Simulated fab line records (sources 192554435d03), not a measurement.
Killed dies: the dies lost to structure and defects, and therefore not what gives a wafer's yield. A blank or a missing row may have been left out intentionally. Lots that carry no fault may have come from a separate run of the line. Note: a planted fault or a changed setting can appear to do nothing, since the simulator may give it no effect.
A single fault, viewed from 2 desks + flow n5Finfet + only its own numbers are on each desk; what lay behind them is given at the end

== FROM THE METROLOGY DESK ==
What the gauges read for every lot (on any tool): the sampled wafers with a number, averaged. Marked OUT: a lot whose mean sits more than 4 standard deviations from the usual mean, which makes it out of limits; the brackets give that distance. Shown here are 7 of its 10 readings, the ones lying furthest out on some lot.
Columns: A = DIBL_P at N5_BEOL_M4_RC_MEAS_101, usual 35.6 mV/V; B = IOFF_N at N5_BEOL_M4_RC_MEAS_101, usual 0.15 nA/um; C = IOFF_P at N5_BEOL_M4_RC_MEAS_101, usual 0.20 nA/um; D = ION_N at N5_BEOL_M4_RC_MEAS_101, usual 668 uA/um; E = ION_P at N5_BEOL_M4_RC_MEAS_101, usual 459 uA/um; F = VT_N at N5_BEOL_M4_RC_MEAS_101, usual 250 mV; G = VT_P at N5_BEOL_M4_RC_MEAS_101, usual -251 mV
| lot  | first seen here | A    | B    | C    | D   | E   | F   | G    |
|------|-----------------|------|------|------|-----|-----|-----|------|
| L829 | day 13 18:17    | 36.2 | 0.15 | 0.21 | 664 | 455 | 251 | -251 |
| L831 | day 14 20:15    | 35.2 | 0.14 | 0.17 | 666 | 454 | 251 | -255 |
| L834 | day 16 00:29    | 34.2 | 0.16 | 0.20 | 663 | 455 | 249 | -250 |
| L835 | day 17 03:42    | 34.2 | 0.12 | 0.17 | 648 | 452 | 256 | -253 |
| L840 | day 17 18:42    | 34.0 | 0.12 | 0.17 | 655 | 453 | 254 | -253 |
| L846 | day 19 03:45    | 37.9 | 0.19 | 0.22 | 681 | 464 | 246 | -251 |
| L849 | day 19 04:35    | 36.8 | 0.16 | 0.22 | 664 | 459 | 250 | -249 |
| L848 | day 20 04:14    | 35.7 | 0.15 | 0.20 | 663 | 456 | 250 | -252 |
| L851 | day 20 12:02    | 39.5 | 0.23 | 0.28 | 696 | 472 | 244 | -244 |
This desk's verdict: no lot among the 9 shows anything out of limits.

== DESK OF THE TOOL OWNER: aldMetal-01 ==
The tool's own readings at N5_HKMG_FIN_ALD_71 (deposits TiN, target thk 1 nm, pulse time 1 s, purge time 3 s): means of the sampled wafers that have a number, for each lot that ran on this tool. Marked OUT: a lot whose mean sits more than 4 standard deviations from the usual mean, which makes it out of limits; the brackets give that distance.
Columns: A = heaterPowerW at N5_HKMG_FIN_ALD_71, usual 832 W; B = precursorPulseHeightRel at N5_HKMG_FIN_ALD_71, usual 1.000; C = susceptorTempC at N5_HKMG_FIN_ALD_71, usual 400.03 C
| lot  | first seen here | A   | B     | C                |
|------|-----------------|-----|-------|------------------|
| L829 | day 4 12:58     | 853 | 0.975 | 400.01           |
| L834 | day 5 16:05     | 867 | 1.005 | 399.96           |
| L846 | day 9 03:42     | 849 | 0.996 | 394.38 (-24) OUT |
| L848 | day 9 11:10     | 803 | 0.990 | 388.66 (-47) OUT |
This desk's finding: out of limits on L846, L848; first on L846, day 9 03:42 (susceptorTempC at N5_HKMG_FIN_ALD_71). L829, L834: within limits.

== TAKEN TOGETHER ==
An alarm could have come from the tool owner's desk at day 9 03:42, on L846, L848.
Metrology desk: nothing out of limits seen.
The metrology desk holds a record of L846, L848, inside its limits.
Of the lots named, all ran N5_HKMG_FIN_ALD_71 on aldMetal-01.

== WHAT HAD BEEN PUT IN BY THE SIMULATOR ==
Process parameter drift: aldMetal-01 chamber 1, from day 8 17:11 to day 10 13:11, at N5_HKMG_FIN_ALD_71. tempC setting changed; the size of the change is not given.
Shown lots that were struck: L846, L848.
Time in hours from fault onset to the first out-of-limits reading at each desk: the tool owner's desk, 11.
